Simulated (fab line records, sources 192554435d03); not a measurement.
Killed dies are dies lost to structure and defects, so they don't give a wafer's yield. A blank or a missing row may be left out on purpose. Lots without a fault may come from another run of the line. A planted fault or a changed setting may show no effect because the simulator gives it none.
Chamber matching | flow n5_finfet | N5_BEOL_M10_CVD_75 on cvd_co-02: 3 sister chambers
The step deposits Co from CCTBA/H2, target thk 2 nm, time 138.9 s. 3 wafers are shown with their chamber, then 9 later ones without.

WAFERS WITH THEIR CHAMBER
wafer  | chamber | run_length_s (s)
L586.2 | 1       | 161.7
L586.6 | 2       | 161.3
L589.6 | 0       | 162.1

WAFERS WITHOUT THEIR CHAMBER
wafer  | run_length_s (s)
L588.2 | 162.0
L588.3 | 162.0
L588.4 | 161.7
L592.1 | 162.4
L592.4 | 162.2
L592.5 | 161.9
L604.2 | 161.5
L604.3 | 162.2
L604.5 | 161.9

WHICH CHAMBER EACH WENT THROUGH
wafer  | from the rows above     | in truth
L588.2 | can't be placed: 0 or 1 | 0
L588.3 | can't be placed: 0 or 1 | 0
L588.4 | 1                       | 1
L592.1 | 0                       | 0
L592.4 | 0                       | 0
L592.5 | can't be placed: 0 or 1 | 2
L604.2 | can't be placed: 1 or 2 | 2
L604.3 | 0                       | 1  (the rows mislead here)
L604.5 | can't be placed: 0 or 1 | 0
Placed correctly: 3 of 9. Can't be placed from these rows: 5 (the true chamber is among the candidates in 4). Placed wrongly: 1.
How it was worked out, from the rows above alone: a wafer's distance from a chamber is the root of the sum, over the readings, of the square of ((its reading less the chamber's mean) divided by the reading's scatter). The wafer belongs to the nearest chamber; if the next one is less than 2 further off, it can't be placed. A chamber's mean is the mean of its shown wafers. The scatter: with one shown wafer a chamber, the root of the mean of the squares of how far each hidden wafer lies from its nearest shown one.
